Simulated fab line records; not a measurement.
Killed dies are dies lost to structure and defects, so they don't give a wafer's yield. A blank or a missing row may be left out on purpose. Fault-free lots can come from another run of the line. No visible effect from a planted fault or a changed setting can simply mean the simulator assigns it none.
fab line records	flow n5Finfet	part 1 of 2: steps 1 to 15 of 16
record: lots: 7	wafers: 20	lastDay: 16
route steps=1938 shown BEOL_M0_CUTY@703 BEOL_M0@715 BEOL_M4@1111 PASSIVATION@1936
lots that met no fault: from a run of the same line without faults
startH: the number of hours between the record's first day and the start of the first shown wafer of the lot	waitH: how many hours have passed since the lot's step before this one	" identical to the entry in the row above	L1.1+2: a single row standing in for several wafers	- no value present, or no start provided	* or withheld: withheld	< > ~ a bound
route shown NAME@n: a module of which the file shows steps, and the number in the route of the first	usual: mean/standard deviation of fault-free wafers	same: alike in all rows	chamber/n: place in a boat	sites: per-site readings	_std_site: standard deviation of those values	_edge_site: mean of outer sites minus mean of inner sites	radiusMm: for every site, how far away it sits from the centre of the wafer	mask NAME#n: copy n	behind: the most recent tool/chamber to have shaped the wafer	hold: why the lot went on hold/how many hours it stayed there/how the hold came to an end	device: the transistor (n, p or np) that didn't switch	end of line: the route-end tests of the same wafers	a step without rows: its recipe alone	killed: at the first sort, the dies lost to defects and structure; wafer yield is something else	map: the dies of a wafer, with x for killed, . for not killed, _ for no die there
set.NAME: the setting that was run; set.NAME@STEP: the one run at that earlier step	model.NAME: the simulator's own value behind a step, which no gauge read
a table for each step, a row for each wafer; lots at some steps of the route
services: when a tool's chamber went out of use (startH, in hours from the record's first day, below 0 if earlier), for how many hours, and the reason
== steps ==
step: N5_BEOL_M0_CUTY_EBR_52
recipe: solvent: PGMEA	ebrWidthMm: 1.5
step: N5_BEOL_M0_CUTY_SOFTBAKE_53
recipe: tempC: 110	timeS: 60	resist: CAR-ArF-block
step: N5_BEOL_M0_CUTY_EXPOSE_54
recipe: maskId: M0_ABLK	na: 1.35	sourceShape: conventional	sigmaOuter: 0.8	polarization: unpolarized	doseMj: 36
step: N5_BEOL_M0_CUTY_PEB_55
recipe: pebTempC: 110	pebTimeS: 60	resist: CAR-ArF-block
step: N5_BEOL_M0_CUTY_DEVELOP_56
recipe: developTimeS: 30	developer: TMAH	resist: CAR-ArF-block	rinseLiquid: diw	dry: airSpin	devTempC: 23
step: N5_BEOL_M0_CUTY_CD_MEAS_57
recipe: targetCdNm: 200	landingEnergyEv: 500	detector: seInlens	polarity: line
usual: cdNm: 200.1/0.92
lot.wafer	tool	chamber	startH	waitH	cdNm
L883.1	cdSem-01	0	115.97	-	200.8
L883.2	"	0	"	"	201.5
L883.6	"	0	"	"	200.4
L886.3	cdSem-02	0	129.80	-	200.1
L886.4	"	0	"	"	200.3
L886.6	"	0	"	"	200.4
L887.3	cdSem-02	0	136.47	-	200.1
L887.4	"	0	"	"	199.9
L889.2	cdSem-03	0	145.53	-	200.8
L889.4	"	0	"	"	200.3
L889.6	"	0	"	"	200.5
L891.3	cdSem-03	0	168.61	-	199.8
L891.4	"	0	"	"	200.5
L891.5	"	0	"	"	199.6
L899.1	cdSem-01	0	207.79	-	198.9
L899.3	"	0	"	"	197.6
L899.4	"	0	"	"	199.2
L901.1	cdSem-02	0	229.70	-	200.6
L901.4	"	0	"	"	200.1
L901.6	"	0	"	"	200.6
step: N5_BEOL_M0_CUTY_OVL_MEAS_58
recipe: pointsPerWafer: 44
usual: M0_ABLK_OVL: -0.1/0.63
lot.wafer	tool	chamber	startH	waitH	M0_ABLK_OVL[nm]
L883.1	overlay-02	0	116.00	0.0	0.5
L883.2	"	0	"	"	-0.5
L883.6	"	0	"	"	-0.7
L886.3	overlay-01	0	129.83	0.0	-1.5
L886.4	"	0	"	"	-1.0
L886.6	"	0	"	"	-0.3
L887.3	overlay-02	0	136.49	0.0	0.2
L887.4	"	0	"	"	0.9
L889.2	overlay-01	0	145.56	0.0	-0.5
L889.4	"	0	"	"	-0.6
L889.6	"	0	"	"	-0.3
L891.3	overlay-02	0	168.64	0.0	0.1
L891.4	"	0	"	"	0.6
L891.5	"	0	"	"	0.0
L899.1	overlay-01	0	207.82	0.0	-0.8
L899.3	"	0	"	"	-0.6
L899.4	"	0	"	"	-1.4
L901.1	overlay-01	0	229.73	0.0	-1.4
L901.4	"	0	"	"	0.0
L901.6	"	0	"	"	-0.9
step: N5_BEOL_M0_CUTY_INSPECT_59
recipe: mode: adi	inspectInstrument: macro
usual: rawDefectCount: 2.1/1.4
lot.wafer	tool	chamber	startH	waitH	rawDefectCount
L883.1	defectInspect-02	-	116.02	0.0	2
L883.2	"	-	"	"	2
L883.6	"	-	"	"	4
L886.3	defectInspect-01	-	129.85	0.0	3
L886.4	"	-	"	"	1
L886.6	"	-	"	"	3
L887.3	defectInspect-02	-	136.52	0.0	4
L887.4	"	-	"	"	2
L889.2	defectInspect-02	-	145.58	0.0	1
L889.4	"	-	"	"	1
L889.6	"	-	"	"	5
L891.3	defectInspect-02	-	168.67	0.0	0
L891.4	"	-	"	"	2
L891.5	"	-	"	"	3
L899.1	defectInspect-01	-	207.84	0.0	3
L899.3	"	-	"	"	0
L899.4	"	-	"	"	3
L901.1	defectInspect-02	-	229.75	0.0	1
L901.4	"	-	"	"	0
L901.6	"	-	"	"	2
step: N5_BEOL_M0_CUTY_DESCUM_61
recipe: chemistry: O2	timeS: 7.9	sourcePowerW: 50	biasPowerW: 20	pressureMtorr: 20	rfFrequencyHz: 2.712e+07	tempC: 40	resist: CAR-ArF-block	o2FlowSccm: 225
usual: drypumpMotorCurrentA: 5.3/0.58	oesProductAu: 0.80/0.11	rfVppV: 242.6/1.3	showerheadPlenumPTorr: 2.06/0.065	throttleValvePct: 20.36/0.22
lot.wafer	tool	chamber	startH	waitH	drypumpMotorCurrentA	oesProductAu	rfHoursCounterH	rfVppV	showerheadPlenumPTorr	throttleValvePct
L883.1	rieDiel-04	3	116.53	0.5	4.9	0.72	174	245.0	2.16	20.59
L883.2	"	0	"	"	5.4	0.69	226	242.7	2.04	20.61
L883.6	"	2	"	"	5.3	0.73	-	241.0	2.04	20.43
L886.3	rieDiel-05	2	129.89	0.0	5.2	0.85	49	244.2	2.14	20.08
L886.4	"	1	"	"	6.4	0.74	-	241.7	2.00	20.42
L886.6	"	2	"	"	5.2	0.85	-	244.3	2.14	20.07
L887.3	rieDiel-05	2	136.55	0.0	5.3	0.86	52	245.0	2.14	20.06
L887.4	"	2	"	"	5.2	0.86	-	243.6	2.14	20.07
L889.2	rieDiel-01	1	145.64	0.1	4.7	0.73	183	244.4	2.16	20.54
L889.4	"	2	"	"	6.3	0.70	-	242.4	2.05	20.41
L889.6	"	1	"	"	4.7	0.74	-	244.7	2.16	20.51
L891.3	rieDiel-05	0	168.70	0.0	5.9	0.95	8	243.1	2.04	19.89
L891.4	"	1	"	"	6.4	0.73	168	240.8	2.00	20.46
L891.5	"	3	"	"	4.9	0.74	-	241.3	2.01	20.61
L899.1	rieDiel-04	3	207.88	0.0	4.9	0.68	214	243.6	2.14	20.63
L899.3	"	0	"	"	5.5	0.99	1	242.6	2.03	20.29
L899.4	"	2	"	"	5.3	0.70	206	241.7	2.02	20.48
L901.1	rieDiel-05	2	230.40	0.7	5.2	0.82	84	244.2	2.13	20.12
L901.4	"	3	"	"	4.8	0.72	204	241.3	2.00	20.65
L901.6	"	3	"	"	4.9	0.72	-	242.5	2.00	20.67
step: N5_BEOL_M0_CUTY_ETCH_62
recipe: chemistry: CF4	target: SiARC	maskMaterial: CAR-ArF-block	timeS: 58.5	ionEnergyEv: 80	pressureMtorr: 40	sourceW: 545	biasW: 36	Ar_flow_sccm: 100	cf4FlowSccm: 100	ends: cleared
usual: cf4FlowSccm: 100.0/0.31	drypumpMotorCurrentA: 5.3/0.58	etchRfOnTimeS: 59.0/1.8	oesProductAu: 0.68/0.092	rfVppV: 183.6/1.2	showerheadPlenumPTorr: 2.11/0.066	throttleValvePct: 15.52/0.27
lot.wafer	tool	chamber	startH	waitH	cf4FlowSccm	drypumpMotorCurrentA	etchRfOnTimeS	oesProductAu	rfHoursCounterH	rfVppV	showerheadPlenumPTorr	throttleValvePct
L883.1	rieDiel-04	3	116.57	0.0	100.1	4.9	61.1	0.61	174	184.7	2.24	15.93
L883.2	"	0	"	"	99.5	5.5	59.5	0.60	226	184.7	2.12	16.03
L883.6	"	2	"	"	100.0	5.3	58.0	0.63	-	183.4	2.06	15.37
L886.3	rieDiel-05	2	129.92	0.0	99.9	5.2	57.4	0.74	49	184.8	2.18	15.20
L886.4	"	1	"	"	100.0	6.4	63.2	0.62	-	182.4	2.07	15.68
L886.6	"	2	"	"	99.8	5.2	58.3	0.73	-	183.4	2.18	15.17
L887.3	rieDiel-05	2	136.59	0.0	100.5	5.2	58.2	0.73	52	183.3	2.18	15.20
L887.4	"	2	"	"	100.6	5.2	58.1	0.73	-	185.1	2.18	15.20
L889.2	rieDiel-01	1	145.67	0.0	100.1	4.7	58.2	0.63	183	186.1	2.21	15.69
L889.4	"	2	"	"	99.8	6.3	61.8	0.56	-	182.8	2.10	15.73
L889.6	"	1	"	"	100.2	4.7	58.7	0.63	-	184.6	2.21	15.71
L891.3	rieDiel-05	0	168.73	0.0	100.2	5.9	57.8	0.80	8	184.8	2.09	15.10
L891.4	"	1	"	"	99.7	6.4	62.2	0.63	168	182.6	2.07	15.69
L891.5	"	3	"	"	100.1	4.9	56.6	0.64	-	183.0	2.04	15.65
L899.1	rieDiel-04	3	207.91	0.0	100.2	4.9	61.1	0.59	215	185.2	2.22	16.02
L899.3	"	0	"	"	100.3	5.5	57.2	0.86	1	183.1	2.11	15.60
L899.4	"	2	"	"	100.4	5.3	57.4	0.60	206	182.7	2.04	15.46
L901.1	rieDiel-05	2	230.44	0.0	100.0	5.2	57.9	0.69	84	183.5	2.16	15.27
L901.4	"	3	"	"	99.9	4.9	57.1	0.62	204	182.1	2.03	15.71
L901.6	"	3	"	"	99.9	4.9	56.7	0.62	-	184.2	2.03	15.71
step: N5_BEOL_M0_CUTY_ETCH_63
recipe: chemistry: N2/H2	target: SOC	targetDepthA: 827	overetchA: 165	maskMaterial: SiARC	tempC: 40	ionEnergyEv: 200	timeS: 124	pressureMtorr: 30	sourceW: 840	biasW: 150	n2FlowSccm: 200	h2FlowSccm: 200
usual: drypumpMotorCurrentA: 5.3/0.58	h2FlowSccm: 200.0/0.66	oesProductAu: 0.65/0.084	rfVppV: 522.9/2.4	showerheadPlenumPTorr: 2.51/0.074	throttleValvePct: 17.75/0.26
lot.wafer	tool	chamber	startH	waitH	drypumpMotorCurrentA	h2FlowSccm	oesProductAu	rfHoursCounterH	rfVppV	showerheadPlenumPTorr	throttleValvePct
L883.1	rieDiel-04	3	116.62	0.0	4.9	200.5	0.59	175	526.9	2.62	18.01
L883.2	"	0	"	"	5.4	200.1	0.57	226	524.1	2.51	18.29
L883.6	"	2	"	"	5.3	201.0	0.60	-	519.2	2.46	17.70
L886.3	rieDiel-05	2	129.97	0.0	5.2	199.4	0.70	49	525.3	2.57	17.26
L886.4	"	1	"	"	6.4	201.1	0.63	-	520.9	2.46	17.99
L886.6	"	2	"	"	5.3	199.4	0.70	-	524.7	2.57	17.25
L887.3	rieDiel-05	2	136.63	0.0	5.2	200.6	0.70	52	525.9	2.57	17.28
L887.4	"	2	"	"	5.2	199.0	0.70	-	524.8	2.57	17.26
L889.2	rieDiel-01	1	145.72	0.0	4.7	200.8	0.60	183	525.5	2.63	17.89
L889.4	"	2	"	"	6.3	199.7	0.57	-	522.3	2.52	17.99
L889.6	"	1	"	"	4.7	200.1	0.60	-	528.0	2.63	17.91
L891.3	rieDiel-05	0	168.78	0.0	6.0	200.0	0.77	8	523.4	2.51	17.46
L891.4	"	1	"	"	6.4	200.4	0.62	168	520.7	2.46	18.02
L891.5	"	3	"	"	4.9	199.2	0.60	-	520.5	2.43	17.88
L899.1	rieDiel-04	3	207.96	0.0	4.9	199.3	0.57	215	526.1	2.60	18.05
L899.3	"	0	"	"	5.4	200.2	0.82	1	522.1	2.50	17.91
L899.4	"	2	"	"	5.3	201.2	0.58	206	521.9	2.44	17.76
L901.1	rieDiel-05	2	230.49	0.0	5.2	199.5	0.66	84	523.3	2.56	17.31
L901.4	"	3	"	"	4.9	200.9	0.58	204	519.2	2.42	17.90
L901.6	"	3	"	"	4.9	201.1	0.59	-	521.4	2.42	17.92
step: N5_BEOL_M0_CUTY_STRIP_64
recipe: chemistry: N2/H2	tempC: 40	n2FlowSccm: 200	h2FlowSccm: 200	rfFrequencyHz: 6e+07
step: N5_BEOL_M0_ETCH_138
recipe: chemistry: CH3F/O2	targetDepthA: 120	target: SiCN	timeS: 31.6	ionEnergyEv: 120	pressureMtorr: 30	sourceW: 395	biasW: 75	Ar_flow_sccm: 150	CH3F_flow_sccm: 30	O2_flow_sccm: 20	ends: cleared
usual: drypumpMotorCurrentA: 5.3/0.58	etchRfOnTimeS: 29.1/1.1	oesProductAu: 0.68/0.092	rfVppV: 296.7/1.6	showerheadPlenumPTorr: 1.97/0.063	throttleValvePct: 16.23/0.28
lot.wafer	tool	chamber	startH	waitH	drypumpMotorCurrentA	etchRfOnTimeS	oesProductAu	rfHoursCounterH	rfVppV	showerheadPlenumPTorr	throttleValvePct
L883.1	rieDiel-04	3	116.74	0.0	4.9	29.0	0.62	175	298.8	2.09	16.63
L883.2	"	0	"	"	5.4	29.0	0.59	226	298.7	1.97	16.71
L883.6	"	2	"	"	5.3	30.1	0.63	-	297.4	1.91	16.04
L886.3	rieDiel-05	2	130.09	0.0	5.2	42.8	0.58	49	298.2	2.04	15.90
L886.4	"	1	"	"	6.4	48.1	0.52	-	295.0	1.93	16.38
L886.6	"	2	"	"	5.2	28.0	0.74	-	297.2	2.04	15.91
L887.3	rieDiel-05	2	136.76	0.0	5.2	42.8	0.58	52	299.0	2.03	15.92
L887.4	"	2	"	"	5.2	44.3	0.58	-	296.7	2.03	15.90
L889.2	rieDiel-01	1	145.84	0.0	4.7	28.8	0.63	183	300.0	2.07	16.43
L889.4	"	2	"	"	6.3	30.7	0.58	-	296.3	1.96	16.46
L889.6	"	1	"	"	4.7	29.6	0.62	-	298.8	2.07	16.41
L891.3	rieDiel-05	0	168.90	0.0	5.9	45.7	0.64	8	295.9	1.95	15.81
L891.4	"	1	"	"	6.4	49.8	0.50	168	295.3	1.92	16.40
L891.5	"	3	"	"	4.9	29.7	0.63	-	297.4	1.92	16.48
L899.1	rieDiel-04	3	208.08	0.0	4.9	30.5	0.59	215	298.7	2.08	16.72
L899.3	"	0	"	"	5.5	29.1	0.86	1	297.1	1.96	16.28
L899.4	"	2	"	"	5.3	29.0	0.60	206	296.9	1.90	16.11
L901.1	rieDiel-05	2	230.61	0.0	5.2	28.6	0.70	84	295.7	2.02	15.95
L901.4	"	3	"	"	4.8	29.9	0.62	204	295.3	1.91	16.49
L901.6	"	3	"	"	4.9	29.0	0.61	-	294.7	1.91	16.50
step: N5_BEOL_M0_HM_OPEN_105
recipe: chemistry: Cl2/BCl3	targetDepthA: 120	target: TiN	ionEnergyEv: 150	pressureMtorr: 10	icpW: 1000	biasW: 126	Cl2_flow_sccm: 53.25	bcl3FlowSccm: 21.75	Ar_flow_sccm: 25
usual: bcl3FlowSccm: 21.76/0.07	drypumpMotorCurrentA: 5.6/0.43	oesProductAu: 0.78/0.07	throttleValvePct: 21.89/0.16
lot.wafer	tool	chamber	startH	waitH	bcl3FlowSccm	drypumpMotorCurrentA	oesProductAu	rfHoursCounterH	throttleValvePct
L883.1	rieMetal-02	0	118.40	1.6	21.82	6.2	0.77	57	22.08
L883.2	"	1	"	"	21.80	5.2	0.76	40	21.78
L883.6	"	1	"	"	21.69	5.2	0.76	-	21.76
L886.3	rieMetal-01	1	130.24	0.1	21.75	5.1	0.57	-	22.28
L886.4	"	0	"	"	21.94	5.9	0.80	-	21.68
L886.6	"	1	"	"	21.80	5.2	0.58	-	22.28
L887.3	rieMetal-03	1	138.22	1.4	21.78	5.7	0.78	-	21.93
L887.4	"	0	"	"	21.80	5.2	0.86	-	21.94
L889.2	rieMetal-03	0	147.33	1.4	21.62	5.2	0.84	8	21.99
L889.4	"	0	"	"	21.71	5.2	0.84	-	21.97
L889.6	"	1	"	"	21.73	5.7	0.77	-	21.94
L891.3	rieMetal-01	0	169.67	0.7	21.77	5.9	0.80	-	21.69
L891.4	"	1	"	"	21.73	5.2	0.93	-	21.78
L891.5	"	0	"	"	21.78	5.9	0.80	-	21.67
L899.1	rieMetal-01	0	209.77	1.7	21.71	5.9	0.77	40	21.69
L899.3	"	0	"	"	21.79	5.9	0.79	-	21.68
L899.4	"	1	"	"	21.75	5.1	0.90	-	21.75
L901.1	rieMetal-02	1	230.71	0.1	21.72	5.2	0.72	50	21.83
L901.4	"	1	"	"	21.73	5.2	0.73	-	21.81
L901.6	"	1	"	"	21.68	5.2	0.73	-	21.81
step: N5_BEOL_M4_RC_MEAS_101
usual: DIBL_N: 36.8/2.2	DIBL_P: 37.1/2.8	IOFF_N: 0.17/0.04	IOFF_P: 0.22/0.049	ION_N: 672/16	ION_P: 460/9.2	SS_N: 71.6/0.69	SS_P: 73.5/0.78	VT_N: 249/3.6	VT_P: -250/3.9
lot.wafer	tool	chamber	startH	waitH	DIBL_N[mV/V]	DIBL_P[mV/V]	IOFF_N[nA/um]	IOFF_P[nA/um]	ION_N[uA/um]	ION_P[uA/um]	SS_N[mV/dec]	SS_P[mV/dec]	VT_N[mV]	VT_P[mV]
L883.1	prober-01	0	158.57	0.0	39.2	38.3	0.20	0.22	666	451	72.8	74.1	248	-253
L883.2	"	0	"	"	38.9	38.0	0.20	0.22	691	468	71.9	73.4	245	-251
L883.6	"	0	"	"	38.0	37.4	0.19	0.21	694	462	71.5	73.3	247	-253
L886.3	prober-01	0	175.35	0.3	36.8	36.1	0.18	0.18	672	457	71.7	72.7	249	-251
L886.4	"	0	"	"	36.9	37.5	0.18	0.21	663	448	71.7	73.1	250	-250
L886.6	"	0	"	"	36.2	37.4	0.16	0.20	656	447	72.5	73.4	251	-253
L887.3	prober-01	0	179.80	0.3	37.3	36.8	0.16	0.20	672	451	72.1	73.7	250	-253
L887.4	"	0	"	"	37.8	37.6	0.18	0.21	677	454	71.0	73.7	248	-250
L889.2	prober-02	0	187.06	0.2	37.5	36.6	0.19	0.20	673	445	71.3	73.9	246	-251
L889.4	"	0	"	"	35.5	34.7	0.14	0.16	675	451	71.3	73.3	251	-256
L889.6	"	0	"	"	34.3	34.1	0.14	0.16	685	458	71.0	72.9	249	-256
L891.3	prober-02	0	210.32	0.3	41.3	43.8	0.27	0.35	683	468	72.4	75.0	244	-243
L891.4	"	0	"	"	40.1	42.0	0.23	0.30	700	476	72.5	74.5	246	-247
L891.5	"	0	"	"	36.8	37.5	0.15	0.22	657	457	71.3	73.8	252	-248
L899.1	prober-02	0	260.80	0.0	34.7	37.0	0.14	0.20	686	469	70.7	72.9	252	-249
L899.3	"	0	"	"	36.4	37.2	0.20	0.21	660	456	73.3	73.3	250	-251
L899.4	"	0	"	"	33.1	33.6	0.11	0.15	639	441	71.2	72.1	255	-252
L901.1	prober-02	0	280.02	0.0	34.5	33.2	0.15	0.18	669	458	70.5	72.3	248	-250
L901.4	"	0	"	"	36.3	36.4	0.15	0.21	665	458	71.5	73.6	250	-251
L901.6	"	0	"	"	34.2	33.5	0.12	0.18	659	459	71.7	73.2	253	-251
== key ==
firstSign: step: N5_BEOL_M0_ETCH_138	reading: etchRfOnTimeS	direction: up	sigmas: 15	usual: *	struck: *
effect none on later readings
metAt N5_BEOL_M0_ETCH_138
struckWafers L886.3,L886.4,L887.3,L887.4,L891.3,L891.4
baselineLoss: step: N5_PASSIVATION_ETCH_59	wafers: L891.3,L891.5
fault: kind: processParameterDrift	tool: rieDiel-05	chamber: -	onsetH: 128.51	steps: N5_BEOL_M0_ETCH_138	channel: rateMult	offset: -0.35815	shape: step	endH: 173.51	scope: struckWafersOnly
baselineLoss: these wafers lose ten dies or more at that step, a loss of the line's own and not of a fault; the sort's usual values leave them out
